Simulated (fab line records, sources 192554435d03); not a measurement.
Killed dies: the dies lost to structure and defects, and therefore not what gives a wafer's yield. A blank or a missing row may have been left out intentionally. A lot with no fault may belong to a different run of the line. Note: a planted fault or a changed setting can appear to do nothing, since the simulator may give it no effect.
Which tool did it? + flow n5-finfet + 12 lots, 36 wafers sampled, at 6 steps of a route of 1938

WHAT THE GAUGES SHOWED, per wafer
N5_BEOL_M4_CD_MEAS_18: pitch 36 nm, target cd 18 nm.
| lot  | measured     | on        | cd-nm (nm)     |
|------|--------------|-----------|----------------|
| L074 | day 7 11:25  | cd-sem-01 | 18.4 18.2 17.5 |
| L077 | day 8 10:44  | cd-sem-01 | 18.3 17.4 18.2 |
| L079 | day 8 16:28  | cd-sem-02 | 18.2 17.6 17.1 |
| L081 | day 9 15:04  | cd-sem-03 | 18.2 17.9 17.6 |
| L082 | day 9 15:18  | cd-sem-03 | 17.4 17.9 17.5 |
| L086 | day 10 07:18 | cd-sem-02 | 18.0 17.2 18.4 |
| L085 | day 10 19:47 | cd-sem-02 | 17.8 18.0 18.0 |
| L089 | day 11 08:41 | cd-sem-02 | 17.0 17.5 17.6 |
| L091 | day 11 17:43 | cd-sem-03 | 18.0 18.2 18.2 |
| L094 | day 12 19:41 | cd-sem-01 | 17.8 17.2 18.2 |
| L095 | day 13 04:28 | cd-sem-02 | 18.1 17.5 17.7 |
| L097 | day 14 01:22 | cd-sem-02 | 17.7 18.1 18.1 |

WHAT TOOL EACH LOT RAN ON (gives the tool, then ch and the chambers of the sampled wafers, and finally the start)
| lot  | N5_BEOL_M3_ANNEAL_80         | N5_BEOL_M3_SPUTTER_90        | N5_BEOL_M3_ANNEAL_95         | N5_BEOL_M3_CO_CAP_55             | N5_BEOL_M4_DESCUM_16               |
|------|------------------------------|------------------------------|------------------------------|----------------------------------|------------------------------------|
| L074 | pvd-sputter-01, day 7 06:47  | pvd-sputter-01, day 7 07:35  | pvd-sputter-01, day 7 08:07  | cvd-co-01 ch 0,1,2, day 7 09:23  | rie-diel-04 ch 0,2,3, day 7 10:58  |
| L077 | pvd-sputter-02, day 8 04:43  | pvd-sputter-02, day 8 05:31  | pvd-sputter-02, day 8 06:02  | cvd-co-01 ch 0,2, day 8 07:26    | rie-diel-05 ch 0,1, day 8 10:04    |
| L079 | pvd-sputter-02, day 8 12:26  | pvd-sputter-02, day 8 13:14  | pvd-sputter-02, day 8 13:46  | cvd-co-01 ch 0,1,2, day 8 14:46  | rie-diel-04 ch 0,1,2, day 8 16:01  |
| L081 | pvd-sputter-03, day 9 05:40  | pvd-sputter-03, day 9 06:28  | pvd-sputter-03, day 9 06:59  | cvd-co-02 ch 1,2, day 9 08:33    | rie-diel-06 ch 1,2,3, day 9 14:29  |
| L082 | pvd-sputter-01, day 9 10:22  | pvd-sputter-01, day 9 11:10  | pvd-sputter-01, day 9 11:41  | cvd-co-02 ch 0,2, day 9 12:41    | rie-diel-06 ch 1,2, day 9 14:46    |
| L086 | pvd-sputter-01, day 10 03:01 | pvd-sputter-01, day 10 03:49 | pvd-sputter-01, day 10 04:20 | cvd-co-01 ch 1,2, day 10 05:20   | rie-diel-05 ch 1,2, day 10 06:52   |
| L085 | pvd-sputter-01, day 10 13:52 | pvd-sputter-01, day 10 14:40 | pvd-sputter-01, day 10 15:11 | cvd-co-01 ch 0,1,2, day 10 16:12 | rie-diel-05 ch 1,3, day 10 19:20   |
| L089 | pvd-sputter-02, day 11 03:11 | pvd-sputter-02, day 11 03:59 | pvd-sputter-02, day 11 04:31 | cvd-co-01 ch 1,2, day 11 05:46   | rie-diel-04 ch 0,1,3, day 11 08:16 |
| L091 | pvd-sputter-01, day 11 13:40 | pvd-sputter-01, day 11 14:28 | pvd-sputter-01, day 11 14:59 | cvd-co-01 ch 1,2, day 11 16:01   | rie-diel-06 ch 0,1,3, day 11 17:08 |
| L094 | pvd-sputter-01, day 12 15:11 | pvd-sputter-01, day 12 15:59 | pvd-sputter-01, day 12 16:30 | cvd-co-02 ch 0,1, day 12 17:30   | rie-diel-06 ch 0,1,2, day 12 19:07 |
| L095 | pvd-sputter-03, day 12 23:50 | pvd-sputter-03, day 13 00:38 | pvd-sputter-03, day 13 01:09 | cvd-co-02 ch 1,2, day 13 02:11   | rie-diel-04 ch 0,1, day 13 03:59   |
| L097 | pvd-sputter-03, day 13 19:09 | pvd-sputter-03, day 13 19:57 | pvd-sputter-03, day 13 20:28 | cvd-co-02 ch 0,1, day 13 21:29   | rie-diel-04 ch 1,3, day 14 00:53   |
- N5_BEOL_M3_ANNEAL_80: time 240 s.
- N5_BEOL_M3_SPUTTER_90: material Cu, target thk 4.5 nm, time 8.29 s.
- N5_BEOL_M3_ANNEAL_95: time 240 s.
- N5_BEOL_M3_CO_CAP_55: material Co, precursor CCTBA/H2, target thk 2 nm, time 102.1 s.
- N5_BEOL_M4_DESCUM_16: chemistry O2, time 7 s.

THE ANSWER, worked out from the rows above alone
Rule: the usual values come from the lots themselves. The widest of any qualifying gaps counts: lots, ordered by their means at a reading, are off when they make up no more than a third of the lots, leave a main group of 4 or more, and stand apart from it by 3 or more times the standard deviation of that group's means. The tables above print the reading to a certain number of digits; a main group whose means all agree to those digits is not used. Also off: a lot with no number at a reading for which 4 or more lots have one. Any other lot the step has rows for is counted as sound.
No lot is off at any reading shown: from this, nothing can be told.

WHAT THE SIMULATOR PUT IN
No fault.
